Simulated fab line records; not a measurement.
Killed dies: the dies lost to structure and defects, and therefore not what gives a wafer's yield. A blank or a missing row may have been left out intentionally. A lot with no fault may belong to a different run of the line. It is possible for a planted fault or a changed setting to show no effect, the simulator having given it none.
Matching of chambers | flow n5Finfet | N5_BEOL_M0_SAQP_ETCH_84 on rieDiel-02: 4 sister chambers
The step etches SOC in N2/H2, target depth 100 nm, overetch 20 nm, time 150 s. 4 wafers are shown with their chamber, then 8 later ones without.

## WAFERS, EACH WITH ITS CHAMBER
wafer  | chamber | showerheadPlenumPTorr (Torr)
L082.4 | 2       | 2.47
L083.1 | 3       | 2.48
L083.5 | 0       | 2.59
L084.2 | 1       | 2.66

## WAFERS MISSING THEIR CHAMBER
wafer  | showerheadPlenumPTorr (Torr)
L084.4 | 2.59
L084.5 | 2.59
L086.2 | 2.47
L086.4 | 2.48
L086.5 | 2.66
L093.2 | 2.66
L093.4 | 2.58
L093.6 | 2.58

## EACH ONE'S CHAMBER
wafer  | from the rows above | in truth
L084.4 | 0                   | 0
L084.5 | 0                   | 0
L086.2 | 2                   | 2
L086.4 | 3                   | 3
L086.5 | 1                   | 1
L093.2 | 1                   | 1
L093.4 | 0                   | 0
L093.6 | 0                   | 0
Correctly placed: 8 of 8. Not placeable from these rows: 0. 0 placed wrongly.
How it was worked out, from the rows above alone: a wafer's distance from a chamber is the root of the sum, over the readings, of the square of ((its reading less the chamber's mean) divided by the reading's scatter). The wafer belongs to the nearest chamber; if the next one is less than 2 further off, it can't be placed. The mean given for a chamber averages the wafers shown for that chamber. The scatter (one wafer shown for each chamber): square how far every hidden wafer sits from the nearest shown wafer, average those squares and take the square root.
